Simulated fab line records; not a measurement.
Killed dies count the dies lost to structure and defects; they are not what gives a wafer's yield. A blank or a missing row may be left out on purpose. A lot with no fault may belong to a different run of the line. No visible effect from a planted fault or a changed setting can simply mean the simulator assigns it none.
Which tool was responsible? :: flow n5_finfet :: 9 lots with 27 wafers sampled at 5 steps, on a route of 1938 steps

== WHAT EACH GAUGE READ, for each wafer ==
N5_GATE_CUT_INSPECT_26: inspects for defects (darkfield). Usual: raw_defect_count 40, standard deviation 20.
lot: L797
measured: day 4 12:28
on: defect_inspect-02
raw_defect_count: 33 40 36
flag: 

lot: L798
measured: day 5 02:02
on: defect_inspect-01
raw_defect_count: 48 38 38
flag: 

lot: L800
measured: day 5 10:32
on: defect_inspect-02
raw_defect_count: 63 34 26
flag: 

lot: L803
measured: day 6 10:44
on: defect_inspect-02
raw_defect_count: 15 50 48
flag: 

lot: L809
measured: day 7 16:34
on: defect_inspect-01
raw_defect_count: 22 27 32
flag: 

lot: L811
measured: day 8 05:41
on: defect_inspect-02
raw_defect_count: 50 35 66
flag: 

lot: L814
measured: day 9 03:20
on: defect_inspect-02
raw_defect_count: 40 32 27
flag: 

lot: L817
measured: day 9 16:23
on: defect_inspect-01
raw_defect_count: 55 28 55
flag: 

lot: L819
measured: day 10 07:05
on: defect_inspect-02
raw_defect_count: 59 100 44
flag: 

N5_BEOL_M4_RC_MEAS_101. Usual: DIBL_N 36.3 mV/V, standard deviation 1.2; DIBL_P 36.1 mV/V, standard deviation 1.6; IOFF_N 0.161 nA/um, standard deviation 0.023; IOFF_P 0.209 nA/um, standard deviation 0.027; ION_N 676 uA/um, standard deviation 8.9; ION_P 462 uA/um, standard deviation 5.3; SS_N 71.5 mV/dec, standard deviation 0.51; SS_P 73.2 mV/dec, standard deviation 0.5; VT_N 249.1 mV, standard deviation 2.5; VT_P -249.9 mV, standard deviation 2.8.
lot: L797
measured: day 7 12:20
on: prober-02
DIBL_N (mV/V): 36.5 35.7 34.8
DIBL_P (mV/V): 36.8 35.0 33.1
IOFF_N (nA/um): 0.164 0.142 0.129
IOFF_P (nA/um): 0.203 0.183 0.157
ION_N (uA/um): 671 672 667
ION_P (uA/um): 460 457 451
SS_N (mV/dec): 71.8 70.8 71.7
SS_P (mV/dec): 72.7 73.3 73.5
VT_N (mV): 246.1 247.2 250.9
VT_P (mV): -251.8 -253.2 -255.5
flag: 

lot: L798
measured: day 8 08:17
on: prober-01
DIBL_N (mV/V): 36.1 35.8 37.7
DIBL_P (mV/V): 35.6 36.2 38.1
IOFF_N (nA/um): 0.155 0.145 0.185
IOFF_P (nA/um): 0.203 0.211 0.249
ION_N (uA/um): 683 671 689
ION_P (uA/um): 462 461 471
SS_N (mV/dec): 71.5 70.9 71.6
SS_P (mV/dec): 72.9 72.7 73.9
VT_N (mV): 248.2 248.5 246.0
VT_P (mV): -249.9 -250.4 -247.5
flag: 

lot: L800
measured: day 8 14:11
on: prober-02
DIBL_N (mV/V): 35.7 34.9 34.4
DIBL_P (mV/V): 34.7 33.4 33.8
IOFF_N (nA/um): 0.146 0.125 0.125
IOFF_P (nA/um): 0.190 0.172 0.180
ION_N (uA/um): 672 666 667
ION_P (uA/um): 463 457 464
SS_N (mV/dec): 71.5 70.9 71.1
SS_P (mV/dec): 72.8 72.9 72.9
VT_N (mV): 252.3 252.6 252.0
VT_P (mV): -249.1 -253.1 -251.7
flag: 

lot: L803
measured: day 9 12:39
on: prober-02
DIBL_N (mV/V): 36.5 37.4 37.1
DIBL_P (mV/V): 35.8 37.8 37.4
IOFF_N (nA/um): 0.158 0.188 0.198
IOFF_P (nA/um): 0.203 0.239 0.240
ION_N (uA/um): 669 675 683
ION_P (uA/um): 459 459 466
SS_N (mV/dec): 71.6 71.5 71.6
SS_P (mV/dec): 73.5 73.4 74.4
VT_N (mV): 249.0 248.5 248.4
VT_P (mV): -249.5 -247.8 -247.9
flag: 

lot: L809
measured: day 11 06:47
on: prober-02
DIBL_N (mV/V): 36.9 35.8 36.5
DIBL_P (mV/V): 36.3 35.2 35.7
IOFF_N (nA/um): 0.165 0.153 0.152
IOFF_P (nA/um): 0.255 0.231 0.236
ION_N (uA/um): 678 678 671
ION_P (uA/um): 471 470 467
SS_N (mV/dec): 71.0 71.1 71.5
SS_P (mV/dec): 72.7 72.7 73.2
VT_N (mV): 247.4 244.7 248.8
VT_P (mV): -244.3 -244.4 -244.2
flag: 

lot: L811
measured: day 11 15:14
on: prober-02
DIBL_N (mV/V): 36.4 37.0 35.9
DIBL_P (mV/V): 35.7 36.8 36.1
IOFF_N (nA/um): 0.165 0.178 0.161
IOFF_P (nA/um): 0.181 0.193 0.187
ION_N (uA/um): 666 674 671
ION_P (uA/um): 457 456 455
SS_N (mV/dec): 72.0 71.8 70.9
SS_P (mV/dec): 73.6 74.2 73.5
VT_N (mV): 247.4 249.3 249.5
VT_P (mV): -253.8 -253.1 -253.2
flag: 

lot: L814
measured: day 12 04:41
on: prober-02
DIBL_N (mV/V): 37.3 37.7 35.5
DIBL_P (mV/V): 39.7 39.0 36.3
IOFF_N (nA/um): 0.196 0.200 0.151
IOFF_P (nA/um): 0.241 0.229 0.188
ION_N (uA/um): 692 687 678
ION_P (uA/um): 468 466 464
SS_N (mV/dec): 71.8 72.1 71.4
SS_P (mV/dec): 73.2 74.0 73.0
VT_N (mV): 245.1 247.1 249.1
VT_P (mV): -249.5 -250.1 -253.0
flag: 

lot: L817
measured: day 12 14:43
on: prober-02
DIBL_N (mV/V): 36.8 38.2 37.9
DIBL_P (mV/V): 37.2 37.8 37.5
IOFF_N (nA/um): 0.177 0.200 0.186
IOFF_P (nA/um): 0.220 0.232 0.225
ION_N (uA/um): 679 688 680
ION_P (uA/um): 460 462 467
SS_N (mV/dec): 72.2 71.8 72.0
SS_P (mV/dec): 73.3 73.2 72.1
VT_N (mV): 249.4 247.3 247.4
VT_P (mV): -250.5 -247.2 -249.5
flag: 

lot: L819
measured: day 13 06:17
on: prober-01
DIBL_N (mV/V): 35.6 36.1 36.0
DIBL_P (mV/V): 36.5 37.8 37.2
IOFF_N (nA/um): 0.161 0.182 0.166
IOFF_P (nA/um): 0.215 0.238 0.222
ION_N (uA/um): 666 681 677
ION_P (uA/um): 461 461 462
SS_N (mV/dec): 71.9 71.8 72.7
SS_P (mV/dec): 73.0 73.9 73.7
VT_N (mV): 249.0 246.7 248.1
VT_P (mV): -250.2 -247.1 -251.9
flag: 

== TOOL THAT RAN EACH LOT (tool first, then ch and the chambers of the sampled wafers, then the start) ==
lot: L797
N5_GATE_CUT_ETCH_19: rie_diel-06 ch 1,3, day 4 09:23
N5_GATE_CUT_STRIP_21: plasma_asher-02 ch 0,1, day 4 09:49
N5_GATE_CUT_CMP_23: cmp-01 ch 0,1,2, day 4 11:26

lot: L798
N5_GATE_CUT_ETCH_19: rie_diel-06 ch 2,3, day 4 22:37
N5_GATE_CUT_STRIP_21: plasma_asher-02 ch 0,1, day 4 23:01
N5_GATE_CUT_CMP_23: cmp-02 ch 1,3, day 5 01:02

lot: L800
N5_GATE_CUT_ETCH_19: rie_diel-03 ch 2,3, day 5 07:27
N5_GATE_CUT_STRIP_21: plasma_asher-01 ch 0,1, day 5 07:51
N5_GATE_CUT_CMP_23: cmp-02 ch 1,2,3, day 5 09:30

lot: L803
N5_GATE_CUT_ETCH_19: rie_diel-03 ch 0,2, day 6 07:34
N5_GATE_CUT_STRIP_21: plasma_asher-01 ch 0,1, day 6 08:01
N5_GATE_CUT_CMP_23: cmp-02 ch 2,3, day 6 09:40

lot: L809
N5_GATE_CUT_ETCH_19: rie_diel-03 ch 0,1,3, day 7 13:22
N5_GATE_CUT_STRIP_21: plasma_asher-02 ch 0,1, day 7 13:47
N5_GATE_CUT_CMP_23: cmp-02 ch 1,2, day 7 15:34

lot: L811
N5_GATE_CUT_ETCH_19: rie_diel-03 ch 1,3, day 8 02:37
N5_GATE_CUT_STRIP_21: plasma_asher-02 ch 0,1, day 8 03:00
N5_GATE_CUT_CMP_23: cmp-02 ch 0,1,2, day 8 04:44

lot: L814
N5_GATE_CUT_ETCH_19: rie_diel-02 ch 1,2,3, day 8 22:25
N5_GATE_CUT_STRIP_21: plasma_asher-01 ch 0,1, day 8 22:49
N5_GATE_CUT_CMP_23: cmp-04 ch 1,2,3, day 9 02:18

lot: L817
N5_GATE_CUT_ETCH_19: rie_diel-03 ch 1,2, day 9 13:19
N5_GATE_CUT_STRIP_21: plasma_asher-01 ch 0,1, day 9 13:43
N5_GATE_CUT_CMP_23: cmp-04 ch 0,2,3, day 9 15:28

lot: L819
N5_GATE_CUT_ETCH_19: rie_diel-06 ch 1,2, day 10 04:01
N5_GATE_CUT_STRIP_21: plasma_asher-01 ch 0,1, day 10 04:25
N5_GATE_CUT_CMP_23: cmp-01 ch 0,1, day 10 06:03
- N5_GATE_CUT_ETCH_19: etches SiNx in CH3F/O2, target depth 53.7 nm, time 76.7 s.
- N5_GATE_CUT_STRIP_21: strips in N2/H2, time 30 s.
- N5_GATE_CUT_CMP_23: polishes, stops on SiO2, t overpolish 23.4 s, target thk 16 nm.

== AS READ BY THE TOOLS THEMSELVES (means over the sampled wafers that have a number; for cases with no such wafer, the mark the record gives instead) ==
N5_GATE_CUT_ETCH_19. Usual: drypump_motor_current_A 5.8 A, standard deviation 0.42; etch_rf_on_time_s 77.0 s, standard deviation 1; oes_product_au 0.69 a.u., standard deviation 0.078; rf_vpp_V 298 V, standard deviation 3.7; showerhead_plenum_p_Torr 2.03 Torr, standard deviation 0.07; throttle_valve_pct 16.30 %, standard deviation 0.25.
lot: L797
tool: rie_diel-06
drypump_motor_current_A (A): 6.1
etch_rf_on_time_s (s): 76.5
oes_product_au (a.u.): 0.63
rf_vpp_V (V): 295
showerhead_plenum_p_Torr (Torr): 2.08
throttle_valve_pct (%): 16.29
flag: 

lot: L798
tool: rie_diel-06
drypump_motor_current_A (A): 5.4
etch_rf_on_time_s (s): 76.4
oes_product_au (a.u.): 0.78
rf_vpp_V (V): 299
showerhead_plenum_p_Torr (Torr): 2.07
throttle_valve_pct (%): 16.14
flag: 

lot: L800
tool: rie_diel-03
drypump_motor_current_A (A): 5.3
etch_rf_on_time_s (s): 77.9
oes_product_au (a.u.): 0.62
rf_vpp_V (V): 300
showerhead_plenum_p_Torr (Torr): 1.96
throttle_valve_pct (%): 16.62
flag: 

lot: L803
tool: rie_diel-03
drypump_motor_current_A (A): 5.8
etch_rf_on_time_s (s): 76.8
oes_product_au (a.u.): 0.72
rf_vpp_V (V): 299
showerhead_plenum_p_Torr (Torr): 1.94
throttle_valve_pct (%): 16.30
flag: 

lot: L809
tool: rie_diel-03
drypump_motor_current_A (A): 6.0
etch_rf_on_time_s (s): 77.1
oes_product_au (a.u.): 0.66
rf_vpp_V (V): 301
showerhead_plenum_p_Torr (Torr): 2.01
throttle_valve_pct (%): 16.51
flag: 

lot: L811
tool: rie_diel-03
drypump_motor_current_A (A): 5.7
etch_rf_on_time_s (s): 78.0
oes_product_au (a.u.): 0.61
rf_vpp_V (V): 300
showerhead_plenum_p_Torr (Torr): 2.04
throttle_valve_pct (%): 16.63
flag: 

lot: L814
tool: rie_diel-02
drypump_motor_current_A (A): 6.0
etch_rf_on_time_s (s): 76.6
oes_product_au (a.u.): 0.69
rf_vpp_V (V): 300
showerhead_plenum_p_Torr (Torr): 2.04
throttle_valve_pct (%): 16.32
flag: 

lot: L817
tool: rie_diel-03
drypump_motor_current_A (A): 5.5
etch_rf_on_time_s (s): 78.5
oes_product_au (a.u.): 0.63
rf_vpp_V (V): 297
showerhead_plenum_p_Torr (Torr): 1.97
throttle_valve_pct (%): 16.49
flag: 

lot: L819
tool: rie_diel-06
drypump_motor_current_A (A): 5.5
etch_rf_on_time_s (s): 77.1
oes_product_au (a.u.): 0.75
rf_vpp_V (V): 300
showerhead_plenum_p_Torr (Torr): 2.04
throttle_valve_pct (%): 16.19
flag: 

N5_GATE_CUT_STRIP_21. Usual: drypump_motor_current_A 6.1 A, standard deviation 0.3; h2_flow_sccm 3248 sccm, standard deviation 8.8; heater_power_w 314 W, standard deviation 18.
lot: L797
tool: plasma_asher-02
drypump_motor_current_A (A): 6.4
h2_flow_sccm (sccm): 3247
heater_power_w (W): 321
flag: 

lot: L798
tool: plasma_asher-02
drypump_motor_current_A (A): 6.4
h2_flow_sccm (sccm): 3245
heater_power_w (W): 328
flag: 

lot: L800
tool: plasma_asher-01
drypump_motor_current_A (A): 5.9
h2_flow_sccm (sccm): 3243
heater_power_w (W): 293
flag: 

lot: L803
tool: plasma_asher-01
drypump_motor_current_A (A): 5.8
h2_flow_sccm (sccm): 3260
heater_power_w (W): 310
flag: 

lot: L809
tool: plasma_asher-02
drypump_motor_current_A (A): 6.5
h2_flow_sccm (sccm): 3247
heater_power_w (W): 326
flag: 

lot: L811
tool: plasma_asher-02
drypump_motor_current_A (A): 6.4
h2_flow_sccm (sccm): 3254
heater_power_w (W): 327
flag: 

lot: L814
tool: plasma_asher-01
drypump_motor_current_A (A): 5.8
h2_flow_sccm (sccm): 3249
heater_power_w (W): 308
flag: 

lot: L817
tool: plasma_asher-01
drypump_motor_current_A (A): 5.9
h2_flow_sccm (sccm): 3251
heater_power_w (W): 299
flag: 

lot: L819
tool: plasma_asher-01
drypump_motor_current_A (A): 5.8
h2_flow_sccm (sccm): 3249
heater_power_w (W): 296
flag: 

N5_GATE_CUT_CMP_23. Usual: motor_current_A 9.3 A, standard deviation 1; overpolish_run_s 23.400 s, standard deviation 0.0083; platen_rpm 51.81 rpm, standard deviation 0.036; time_to_endpoint_s 20.2 s, standard deviation 2.
lot: L797
tool: cmp-01
motor_current_A (A): 10.3
overpolish_run_s (s): 23.403
platen_rpm (rpm): 51.83
time_to_endpoint_s (s): 18.3
flag: 

lot: L798
tool: cmp-02
motor_current_A (A): 9.2
overpolish_run_s (s): 23.399
platen_rpm (rpm): 51.81
time_to_endpoint_s (s): 18.4
flag: 

lot: L800
tool: cmp-02
motor_current_A (A): 9.1
overpolish_run_s (s): 23.400
platen_rpm (rpm): 51.80
time_to_endpoint_s (s): 17.9
flag: 

lot: L803
tool: cmp-02
motor_current_A (A): 8.8
overpolish_run_s (s): 23.404
platen_rpm (rpm): 51.77
time_to_endpoint_s (s): 20.7
flag: 

lot: L809
tool: cmp-02
motor_current_A (A): 8.6
overpolish_run_s (s): 23.412
platen_rpm (rpm): 52.48
time_to_endpoint_s (s): 21.6
flag: OFF

lot: L811
tool: cmp-02
motor_current_A (A): 9.0
overpolish_run_s (s): 23.404
platen_rpm (rpm): 52.48
time_to_endpoint_s (s): 19.6
flag: OFF

lot: L814
tool: cmp-04
motor_current_A (A): 9.2
overpolish_run_s (s): 23.393
platen_rpm (rpm): 51.79
time_to_endpoint_s (s): 22.3
flag: 

lot: L817
tool: cmp-04
motor_current_A (A): 8.8
overpolish_run_s (s): 23.401
platen_rpm (rpm): 51.84
time_to_endpoint_s (s): 19.4
flag: 

lot: L819
tool: cmp-01
motor_current_A (A): 11.0
overpolish_run_s (s): 23.404
platen_rpm (rpm): 51.78
time_to_endpoint_s (s): 18.4
flag: 

== THE ANSWER, worked out from the rows above alone ==
Rule: a lot is off if the mean of its wafers that have a number lies more than 3 standard deviations from the usual mean. A lot without any number at a reading at which 4 lots or more have one is off too. All remaining lots with rows at the step are treated as sound. Order of review: gauges by route order, followed by the tools' own readings, for which a lot's mean as printed above is used. The first step at which some lot is off is used, and at that step the reading that is off furthest; a lot without a number counts as furthest.
Off at N5_GATE_CUT_CMP_23 (platen_rpm): L809, L811.
A tool fits if, at that step or a process step before it, it ran every lot that is off, and no sound lot after the first of them. Undecided on this evidence; 2 tools fit (plasma_asher-02 at N5_GATE_CUT_STRIP_21, cmp-02 at N5_GATE_CUT_CMP_23).

== WHAT WAS PUT IN BY THE SIMULATOR ==
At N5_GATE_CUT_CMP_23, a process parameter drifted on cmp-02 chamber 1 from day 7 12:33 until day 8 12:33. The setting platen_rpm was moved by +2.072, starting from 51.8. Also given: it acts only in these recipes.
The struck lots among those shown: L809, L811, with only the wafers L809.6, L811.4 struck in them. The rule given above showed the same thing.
